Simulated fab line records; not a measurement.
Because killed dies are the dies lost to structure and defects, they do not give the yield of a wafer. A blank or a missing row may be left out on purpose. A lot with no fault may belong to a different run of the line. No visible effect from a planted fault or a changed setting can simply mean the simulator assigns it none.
Which of the tools did it? ; flow n5 finfet ; 33 wafers sampled from 11 lots at 1 step of a route of 1938

## WHAT THE GAUGES READ, wafer by wafer
N5_WELL_APT_CD_MEAS_25: the cd target is 200 nm.
lot;measured;on;cd nm (nm)
L075;day 1 21:23;cd sem-01;200.9 200.7 199.5
L078;day 2 15:58;cd sem-01;199.7 199.7 198.2
L080;day 3 02:58;cd sem-03;200.4 202.0 201.4
L082;day 3 14:55;cd sem-03;201.7 200.7 200.7
L085;day 4 08:50;cd sem-02;202.1 202.5 201.1
L087;day 4 20:58;cd sem-01;199.5 200.1 199.6
L089;day 5 09:01;cd sem-01;198.7 197.1 197.1
L091;day 5 20:56;cd sem-02;198.0 200.0 198.8
L093;day 6 09:07;cd sem-03;203.3 201.5 200.8
L095;day 6 20:51;cd sem-01;201.7 201.4 201.5
L097;day 7 09:10;cd sem-01;198.6 199.9 199.1

## WHICH TOOL RAN EACH LOT (tool, then ch and the chambers of the sampled wafers, then the start)
The record shows no process step preceding these readings.

## THE ANSWER, worked out from the rows above alone
Rule: the usual values come from the lots themselves. The widest of any qualifying gaps counts: lots, ordered by their means at a reading, are off when they make up no more than a third of the lots, leave a main group of 4 or more, and stand apart from it by 3 or more times the standard deviation of that group's means. If all means in a main group match to the digits the tables above print for the reading, that group is not used. Also off: a lot with no number at a reading for which 4 or more lots have one. Where the step has rows for the other lots, those lots are counted as sound.
Nothing can be told from this: no lot is off at any reading shown.

## WHAT THE SIMULATOR PUT IN
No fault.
